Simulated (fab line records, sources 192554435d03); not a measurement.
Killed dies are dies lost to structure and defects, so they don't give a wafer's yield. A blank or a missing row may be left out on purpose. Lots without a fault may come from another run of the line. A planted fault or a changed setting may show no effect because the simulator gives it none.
A struck lot beside a sound one | flow n5_finfet | 28 steps out of a route of 1938
Sound: wafers L840.1, L840.2, L840.3. Struck: wafer L829.3. (L829.4 of the same lot was not struck and is left out.) The cause comes at the end.
At each step with rows: each side's tool, then ch and its chambers, then its first start. Under that, the readings that differ: sound wafers | struck wafers | difference of the means | sigmas: that difference in standard deviations of wafers without a fault.
alike: readings whose means differ by less than 2 such deviations, and words and numbers that are the same on both sides. not compared: withheld readings, readings that some wafer has no value for, bounds like >300 that may hide the same value, and numbers for which the record gives no deviation and whose values overlap.
The two part at a step that has a row with sigmas, a row that says differs or no value, or rows on one side only. Numbers that don't overlap but have no deviation are shown without sigmas and don't part them. A reading that every wafer of one side lacks parts them only if that side has two wafers or more.

first, 9 steps without rows for these wafers: N5_BEOL_M0_SAQP_EXPOSE_37 (exposes mask M0 CUT1, target cd 30 nm); N5_BEOL_M0_SAQP_PEB_38 (peb time 60 s); N5_BEOL_M0_SAQP_DEVELOP_39 (develop time 30 s); N5_BEOL_M0_SAQP_DESCUM_45 (chemistry O2, time 7 s); N5_BEOL_M0_SAQP_ETCH_88 (etches underlayer in N2/H2, target depth 6.5 nm, time 5.2 s); N5_BEOL_M0_SAQP_ETCH_73 (etches SiARC in CF4, target depth 19.5 nm, time 32.5 s); N5_BEOL_M0_SAQP_CUT_ETCH_46 (etches SOC in N2/H2, target depth 135 nm, overetch 27 nm, time 202.5 s); N5_BEOL_M0_SAQP_STRIP_74 (strips in N2/H2); N5_BEOL_M0_SAQP_STRIP_89 (strips in N2/H2).
N5_BEOL_M0_SAQP_ALD_48: deposits SiO2, target thk 20 nm, pulse time 1 s, co reactant pulse time 1 s.
  sound on ald_sin-03 ch 1,2,3, day 11 11:49; struck on ald_sin-02 ch 2, day 11 07:42
  reading                                       | sound       | struck | difference | sigmas
  ald_cycles                                    | 139 139 139 | 264    | +125       |
  heater_power_w (W)                            | 86 75 82    | 64     | -17        | -2
  model.SiO2_of_BEOL_M0_SAQP_ALD_48.thk_nm (nm) | 20 20 20.2  | 38.2   | +18.1      |
  alike: heater_power_outer_w, precursor_pulse_height_rel, susceptor_temp_C
then, 14 steps without rows for these wafers: N5_BEOL_M0_SAQP_ETCH_49 (etches SiO2 in CF4/O2, target depth 37 nm); N5_BEOL_M0_SAQP_STRIP_75 (strips in CF4); N5_BEOL_M0_CUTY_COAT_50 (time 60 s, resist thk 15 nm); N5_BEOL_M0_CUTY_COAT_51 (resist thk 150 nm); N5_BEOL_M0_CUTY_EBR_52; N5_BEOL_M0_CUTY_SOFTBAKE_53 (time 60 s); N5_BEOL_M0_CUTY_EXPOSE_54 (exposes mask M0 ABLK); N5_BEOL_M0_CUTY_PEB_55 (peb time 60 s); N5_BEOL_M0_CUTY_DEVELOP_56 (develop time 30 s); N5_BEOL_M0_CUTY_DESCUM_61 (chemistry O2, time 7.9 s); N5_BEOL_M0_CUTY_ETCH_62 (etches SiARC in CF4, time 58.5 s); N5_BEOL_M0_CUTY_ETCH_63 (etches SOC in N2/H2, target depth 82.7 nm, overetch 16.5 nm, time 124 s); N5_BEOL_M0_CUTY_STRIP_64 (strips in N2/H2); N5_BEOL_M0_ETCH_138 (etches SiCN in CH3F/O2, target depth 12 nm, time 31.6 s).
N5_BEOL_M0_HM_OPEN_105: chemistry Cl2/BCl3, target TiN, target depth 12 nm.
  sound on rie_metal-02 ch 0,1, day 11 13:38; struck on rie_metal-02 ch 1, day 11 09:40
  reading                                       | sound        | struck | difference | sigmas
  model.SiO2_of_BEOL_M0_SAQP_ALD_48.thk_nm (nm) | 12 11.4 12.4 | 21.2   | +9.3       |
  alike: drypump_motor_current_A, oes_product_au, throttle_valve_pct
  not compared: rf_hours_counter_h
then, 1 step without rows for these wafers: N5_BEOL_M0_STRIP_140 (strips in CF4).
-- the record jumps here: 2 days lie between the struck wafers' starts before and after (it left off in module BEOL_M0 and takes up again in module BEOL_M4, whose first step shown is number 1111 of the route) --
N5_BEOL_M4_RC_MEAS_101:
  sound on prober-02 ch 0, day 14 20:02; struck on prober-01 ch 0, day 13 11:58
  reading        | sound                | struck | difference | sigmas
  DIBL_N (mV/V)  | 35.3 37.0 36.2       | 32.5   | -3.7       | -2
  DIBL_P (mV/V)  | 37.3 38.8 38.5       | 32.4   | -5.8       | -3
  IOFF_N (nA/um) | 0.16 0.19 0.17       | 0.11   | -0.06      | -2
  IOFF_P (nA/um) | 0.22 0.24 0.26       | 0.16   | -0.08      | -2
  ION_N (uA/um)  | 697 684 688          | 658    | -32        | -3
  ION_P (uA/um)  | 477 466 474          | 457    | -15        | -2
  SS_P (mV/dec)  | 73.4 73.7 74.0       | 72.2   | -1.5       | -2
  VT_N (mV)      | 247 247 247          | 255    | +8         | +3
  VT_P (mV)      | -247.2 -247.8 -246.5 | -253.3 | -6.1       | -2
  alike: SS_N
-- the record jumps here: 5 days lie between the struck wafers' starts before and after (it left off in module BEOL_M4 and takes up again in module PASSIVATION, whose first step shown is number 1936 of the route) --
N5_PASSIVATION_PROBE_49:
  sound on prober-01, day 20 02:19; struck on prober-01, day 18 02:35
  reading      | sound    | struck | difference | sigmas
  killed_short | 34 28 35 | 51     | +19        | +2
  alike: defect_limited_yield, killed_at_M0_to_M3, killed_at_M4_up, killed_at_contacts, killed_at_front_end, killed_at_other, killed_dies, killed_open, sort_bin_5_function, sort_bin_6_memory, sort_n_pass, sort_yield_pct

WHERE THEY PART
First at N5_BEOL_M0_SAQP_ALD_48; last, within this record, at N5_PASSIVATION_PROBE_49.

WHY: what the simulator had put in
Process parameter drift: ald_sin-02, from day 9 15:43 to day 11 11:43, at N5_BEOL_M0_SAQP_ALD_48. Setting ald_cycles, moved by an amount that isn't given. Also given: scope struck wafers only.
